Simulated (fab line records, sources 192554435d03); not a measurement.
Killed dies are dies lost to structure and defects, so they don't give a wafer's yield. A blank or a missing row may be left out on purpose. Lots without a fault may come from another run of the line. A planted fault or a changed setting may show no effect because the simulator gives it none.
Chamber matching | flow n5_finfet | N5_BEOL_M8_CURE_75 on uv_cure-01: 3 sister chambers
The step cures SiCOH lowk, time 120 s. 6 wafers are shown with their chamber, then 9 later ones without.

WAFERS WITH THEIR CHAMBER
wafer  | chamber | wafer_temp_C_max | lamp_power_pct (%)
L086.2 | 0       | 371.3            | 52.15
L086.4 | 0       | 370.9            | 52.30
L088.3 | 2       | 371.0            | 52.33
L088.5 | 2       | 371.1            | 52.40
L091.2 | 1       | 371.7            | 52.32
L091.4 | 1       | 372.0            | 52.27

WAFERS WITHOUT THEIR CHAMBER
wafer  | wafer_temp_C_max | lamp_power_pct (%)
L092.4 | 371.4            | 52.21
L092.5 | 371.3            | 52.32
L092.6 | 371.3            | 52.30
L096.1 | 371.1            | 52.36
L096.5 | 371.0            | 52.32
L096.6 | 371.5            | 52.32
L097.1 | 371.0            | 52.35
L097.3 | 371.2            | 52.36
L097.5 | 371.1            | 52.34

WHICH CHAMBER EACH WENT THROUGH
wafer  | from the rows above          | in truth
L092.4 | can't be placed: 0 or 1 or 2 | 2
L092.5 | can't be placed: 2 or 0 or 1 | 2
L092.6 | can't be placed: 0 or 2 or 1 | 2
L096.1 | can't be placed: 2 or 0      | 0
L096.5 | can't be placed: 2 or 0      | 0
L096.6 | can't be placed: 1 or 2 or 0 | 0
L097.1 | can't be placed: 2 or 0      | 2
L097.3 | can't be placed: 2 or 0      | 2
L097.5 | can't be placed: 2 or 0      | 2
Placed correctly: 0 of 9. Can't be placed from these rows: 9 (the true chamber is among the candidates in 9). Placed wrongly: 0.
How it was worked out, from the rows above alone: a wafer's distance from a chamber is the root of the sum, over the readings, of the square of ((its reading less the chamber's mean) divided by the reading's scatter). The wafer belongs to the nearest chamber; if the next one is less than 2 further off, it can't be placed. A chamber's mean is the mean of its shown wafers. The scatter: the root of (the sum of the squares of (reading less its chamber's mean) over the shown wafers, divided by (wafers less chambers)).
